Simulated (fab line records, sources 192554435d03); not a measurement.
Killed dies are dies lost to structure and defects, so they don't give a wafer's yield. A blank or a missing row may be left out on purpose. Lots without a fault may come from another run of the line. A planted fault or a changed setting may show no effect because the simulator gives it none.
Split-lot experiment | flow n5_finfet | 7 lots, 21 wafers read, on a route of 1938 steps

THE SPLIT
At N5_BEOL_M9_COAT_60 (time 60 s, resist thk 30 nm), the setting spin_rpm was moved away from the recipe's 1500 rpm on 5 of the 21 wafers read, by -8.1% to +8.0%. The other wafers ran this setting at the recipe's value.

FROM THE SPLIT TO THE READING: what the file shows between them, 3 steps
- N5_BEOL_M9_COAT_05: resist thk 90 nm
- N5_BEOL_M9_EBR_07
- N5_BEOL_M9_DESCUM_16: chemistry O2, time 7.9 s

THE READING
CAR-ArF_of_BEOL_M9_COAT_05.thk_nm (the simulator's own value, which no gauge read), in nm, at N5_BEOL_M9_ETCH_61 (etches SiARC in CF4, target depth 39 nm, time 65 s). The file gives no usual value for it. The 16 wafers here that ran the recipe average 55.6 nm, standard deviation 0.24 nm.

wafer  | tool, chamber at the split | spin_rpm as run, rpm | against the recipe | CAR-ArF_of_BEOL_M9_COAT_05.thk_nm, nm | against lot-mates on the recipe
L079.2 | litho_track-03, 0          | 1500                 | recipe             | 55.4                                  | -
L079.5 | litho_track-03, 0          | 1500                 | recipe             | 55.6                                  | -
L079.6 | litho_track-03, 0          | 1620                 | +8.0%              | 56.4                                  | +0.9
L078.1 | litho_track-03, 0          | 1500                 | recipe             | 55.4                                  | -
L078.3 | litho_track-03, 0          | 1500                 | recipe             | 55.8                                  | -
L078.5 | litho_track-03, 0          | 1500                 | recipe             | 56                                    | -
L081.3 | litho_track-04, 0          | 1500                 | recipe             | 55.4                                  | -
L081.4 | litho_track-04, 0          | 1500                 | recipe             | 55.6                                  | -
L081.6 | litho_track-04, 0          | 1500                 | recipe             | 55.4                                  | -
L083.1 | litho_track-05, 0          | 1500                 | recipe             | 55.4                                  | -
L083.2 | litho_track-05, 0          | 1500                 | recipe             | 55.6                                  | -
L083.4 | litho_track-05, 0          | 1500                 | recipe             | 55.4                                  | -
L086.2 | litho_track-03, 0          | 1615                 | +7.7%              | 56.4                                  | +0.8
L086.4 | litho_track-03, 0          | 1615                 | +7.7%              | 56.4                                  | +0.8
L086.6 | litho_track-03, 0          | 1500                 | recipe             | 55.6                                  | -
L089.2 | litho_track-05, 0          | 1500                 | recipe             | 55.8                                  | -
L089.4 | litho_track-05, 0          | 1500                 | recipe             | 56                                    | -
L089.5 | litho_track-05, 0          | 1500                 | recipe             | 56                                    | -
L091.1 | litho_track-04, 0          | 1379                 | -8.1%              | 54.6                                  | -1.4
L091.2 | litho_track-04, 0          | 1379                 | -8.1%              | 54.8                                  | -1.2
L091.4 | litho_track-04, 0          | 1500                 | recipe             | 56                                    | -

THE FIT
A straight line over all 21 wafers: CAR-ArF_of_BEOL_M9_COAT_05.thk_nm changes by +0.106 nm for each +1% of spin_rpm; r = +0.88; the points scatter about the line by 0.23 nm.
The same after taking each lot's own level away (the mean of its wafers on the recipe; 21 wafers): +0.131 nm for each +1%; r = +0.96; scatter 0.16 nm.
On that fit, the largest move of spin_rpm shifts the reading by 1.1 nm.
The lots' own levels span 55.47 to 56.00 nm, that is 2.2 times the standard deviation above.
So the lot-to-lot level changes the slope: the two fits differ.
Check: with one of the wafers moved furthest among these (-8.1%) left out of the fit, the line predicts -0.993 nm for it against its lot-mates. It came out at -1.4 nm against them.

OTHER SPLITS ON THESE WAFERS
These wafers also went through other splits before the reading. Each is held against what the fit with the lots' levels taken away leaves over:
other split on the same wafers   | wafers away from the commonest value | r with CAR-ArF_of_BEOL_M9_COAT_05.thk_nm (lot level and that fit taken away)
N5_BEOL_M8_TRENCH_ETCH_37 time_s | 6                                    | -0.12

THE WHOLE CHAIN: every reading that the file lists as answering this split, in the file's order
step               | what it does                                       | reading                                                                            | change (the file's fit)               | r (the file's)
N5_BEOL_M9_COAT_60 | time 60 s, resist thk 30 nm                        | SiARC_of_BEOL_M9_COAT_60.thk_nm (the simulator's own value, which no gauge read)   | -0.152 nm for each +1% of the setting | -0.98
N5_BEOL_M9_ETCH_61 | etches SiARC in CF4, target depth 39 nm, time 65 s | etch.depth_nm (the simulator's own value, which no gauge read)                     | -0.142 nm for each +1% of the setting | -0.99
N5_BEOL_M9_ETCH_61 | etches SiARC in CF4, target depth 39 nm, time 65 s | CAR-ArF_of_BEOL_M9_COAT_05.thk_nm (the simulator's own value, which no gauge read) | +0.127 nm for each +1% of the setting | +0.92

THE FILE'S OWN FIT
CAR-ArF_of_BEOL_M9_COAT_05.thk_nm changes by +0.127 nm for each +1% of spin_rpm, r = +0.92.
